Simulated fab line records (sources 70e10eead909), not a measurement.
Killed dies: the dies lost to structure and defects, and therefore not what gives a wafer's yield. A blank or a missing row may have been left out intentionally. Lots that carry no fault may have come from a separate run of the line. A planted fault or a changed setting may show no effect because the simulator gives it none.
Problem report, 8D (eight disciplines) form, completed by code	flow nand-harc	the parts of the form that need people (team, actions taken, sign-off) are left out

1. WHAT IS WRONG
Mean of rf-fwd-power-W at NHARC_A_CONTACT_DEP_24: 1257.5 W across 2 wafers in 2 lots; on wafers with no fault it is 898.4 W (standard deviation 2.5). That is +99 or more standard deviations from the usual mean.
The step: deposits SiO2, target thk 500 nm.
First observed at day 19 23:11: wafer L389.4, on pecvd-04. At this step, 39 wafers from 13 lots have a number in the record. Rule for "out", or "out of limits": more than 4 standard deviations from the usual mean. All remaining wafers that have a number are taken as sound.

2. WHAT IT IS AND WHAT IT IS NOT
question	is	is not
which readings at this step	rf-fwd-power-W, showerhead-vpp-V	throttle-valve-pct
which lots	L389, L390	L372, L373, L375, L376, L378, L379, L380, L381, L382, L391, L395
which wafers of those lots	L389.4, L390.5	L389.3, L389.5, L390.3, L390.6
read on which tools	pecvd-04	pecvd-01, pecvd-03
when	from day 19 23:11	up to then (29 sound wafers); but 8 sound wafers of L390, L391, L395 came after

3. SUSPECTS, AND WHAT RULES EACH OUT
Counting: if a tool at a process step up to the reading ran every lot that is out, it stays a suspect. Sound lots after the first of them don't rule it out here, since some wafers of a struck lot are sound.
- pecvd-04 at NHARC_A_CONTACT_DEP_24 (deposits SiO2, target thk 500 nm): kept. It ran every lot that is out, first L389 (day 19 23:11); its last sound lot up to then is L382 (day 18 11:53). Its own rf-fwd-power-W, showerhead-vpp-V readings are out on those wafers.
- Within pecvd-04 at NHARC_A_CONTACT_DEP_24: the wafers that are out ran in chamber 1; their sound lot-mates ran in chambers 0, 2.
After counting, what remains is pecvd-04 at NHARC_A_CONTACT_DEP_24.

4. THE CAUSE (what the simulator had put in)
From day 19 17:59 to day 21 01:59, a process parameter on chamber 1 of pecvd-04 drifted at NHARC_A_CONTACT_DEP_24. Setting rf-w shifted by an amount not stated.
After counting, this tool was the only one left.

5. SEQUENCE OF EFFECTS, ordered by route
Each row: a reading where the mean over the struck wafers with a number is more than 3 standard deviations away from the usual. Only readings whose record carries a usual standard deviation are examined. hours: median over the lots of the time between each lot's start at the first step of this table that gives one and its start at this step. sigmas: the change, counted in usual standard deviations.
hours	step	reading	usual	on struck wafers	change	sigmas
0	NHARC_A_CONTACT_DEP_24	rf-fwd-power-W	898.4 W	1257.5	+359.1	+99 or more
0	NHARC_A_CONTACT_DEP_24	showerhead-vpp-V	1884 V	2257	+373	+7.0
Here are the process steps it includes:
- NHARC_A_CONTACT_DEP_24: deposits SiO2, target thk 500 nm.

6. WHAT WOULD HAVE CAUGHT IT SOONER
First out-of-limits reading in this record: day 19 23:11, which is 5 hours after fault onset at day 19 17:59.
